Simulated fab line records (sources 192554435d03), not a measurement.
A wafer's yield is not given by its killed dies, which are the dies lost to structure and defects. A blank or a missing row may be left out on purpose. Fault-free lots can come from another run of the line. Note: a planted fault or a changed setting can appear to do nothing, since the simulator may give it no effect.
Comparing a struck lot with a sound one + flow n5 finfet + 26 steps out of a route of 1938
Sound: these wafers, L506.1, L506.4, L506.6. Struck: wafers L518.1, L518.3, L518.4. At the end, the cause is stated.
For every step that has rows: the tool of each side, followed by ch and its chambers, followed by its first start. Under that, the readings that differ: sound wafers + struck wafers + difference of the means + sigmas: that difference in standard deviations of wafers without a fault.
alike: same words and numbers on both sides, and readings whose means sit less than 2 such deviations apart. not compared: any withheld reading, any reading some wafer has no value for, any bound like >300 that may hide the same value, and any number with overlapping values for which the record gives no deviation.
A row with sigmas, a row that says differs or no value, or rows on one side alone: a step with any of these is where the two part. Numbers that have no deviation but don't overlap get no sigmas and don't part them. Lack of a reading on every wafer of one side parts them only where that side has two or more wafers.

first, 10 steps without rows for these wafers: N5_FIN_SAQP_PRECLEAN_42 (cleans in O3/DIW, time 60 s); N5_FIN_SAQP_PRECLEAN_00 (cleans in SC1, time 60 s); N5_FIN_SAQP_PRECLEAN_44 (cleans in SC2, time 45 s); N5_FIN_SAQP_SRD_01 (time 30 s); N5_FIN_SAQP_ALD_61 (deposits SiO2, target thk 4 nm, pulse time 1 s, purge time 2 s); N5_FIN_SAQP_DENSIFY_62 (time 60 s); N5_FIN_SAQP_HM_DEP_03 (deposits SiNx from SiH4/NH3/N2, target thk 38 nm, time 33.6 s); N5_FIN_SAQP_PECVD_47 (deposits a-Si from SiH4/He, target thk 45 nm, time 36.3 s); N5_FIN_SAQP_PECVD_48 (deposits SiNx from SiH4/NH3/N2, target thk 25 nm, time 22.1 s); N5_FIN_SAQP_PECVD_06 (deposits a-Si from SiH4/He, target thk 60 nm, time 48.1 s).
N5_FIN_SAQP_HM_DEP_72: deposits SiO2 from SiH4/N2O, target thk 12 nm, time 7.2 s.
  sound on pecvd-02 ch 0,1, day 3 03:37; struck on pecvd-02 ch 0,2, day 6 03:30
| reading                                      | sound            | struck            | difference | sigmas |
|----------------------------------------------|------------------|-------------------|------------|--------|
| model.SiO2_of_FIN_SAQP_HM_DEP_72.thk nm (nm) | 11.96 12.04 11.9 | 17.49 17.51 18.03 | +5.71      |        |
  alike: chamber pressure Torr, heater power w, showerhead plenum p Torr, showerhead vpp V
then, 12 steps without rows for these wafers: N5_FIN_SAQP_COAT_49 (time 60 s, resist thk 100 nm); N5_FIN_SAQP_COAT_50 (time 60 s, resist thk 35 nm); N5_FIN_SAQP_COAT_10 (resist thk 90 nm); N5_FIN_SAQP_EBR_12; N5_FIN_SAQP_SOFTBAKE_11 (time 60 s); N5_FIN_SAQP_EXPOSE_13 (exposes mask FIN CORE, target cd 35.6 nm); N5_FIN_SAQP_PEB_14 (peb time 60 s); N5_FIN_SAQP_DEVELOP_15 (develop time 30 s); N5_FIN_SAQP_DESCUM_21 (chemistry O2, time 7.9 s); N5_FIN_SAQP_ETCH_51 (etches SiARC in CF4, target depth 45.5 nm, time 75.8 s); N5_FIN_SAQP_ETCH_52 (etches SOC in N2/H2, target depth 100 nm, overetch 20 nm, time 150 s); N5_FIN_SAQP_STRIP_53 (strips in N2/H2).
N5_FIN_SAQP_HM_OPEN_73: chemistry CHF3/O2, target SiO2, stops on a-Si, target depth 12 nm, time 16.8 s.
  sound on rie diel-01 ch 0,3, day 3 04:31; struck on rie diel-02 ch 1,2,3, day 6 04:38
| reading                  | sound            | struck            | difference | sigmas |
|--------------------------|------------------|-------------------|------------|--------|
| model.etch.depth nm (nm) | 11.96 12.04 11.9 | 17.49 17.51 18.03 | +5.71      |        |
  alike: CHF3_flow_sccm, drypump motor current A, oes_f_703_au, oes product au, rf vpp V, showerhead plenum p Torr, throttle valve pct
  not compared: rf hours counter h
then, 1 step without rows for these wafers: N5_FIN_SAQP_STRIP_74 (strips in CHF3/O2).
N5_PASSIVATION_PROBE_49:
  the record has rows for the sound wafers here (prober-01, day 14 18:54) and none for the struck ones

== WHERE THEY PART ==
Only at N5_PASSIVATION_PROBE_49, as far as this record shows.

WHY: whatever the simulator had introduced
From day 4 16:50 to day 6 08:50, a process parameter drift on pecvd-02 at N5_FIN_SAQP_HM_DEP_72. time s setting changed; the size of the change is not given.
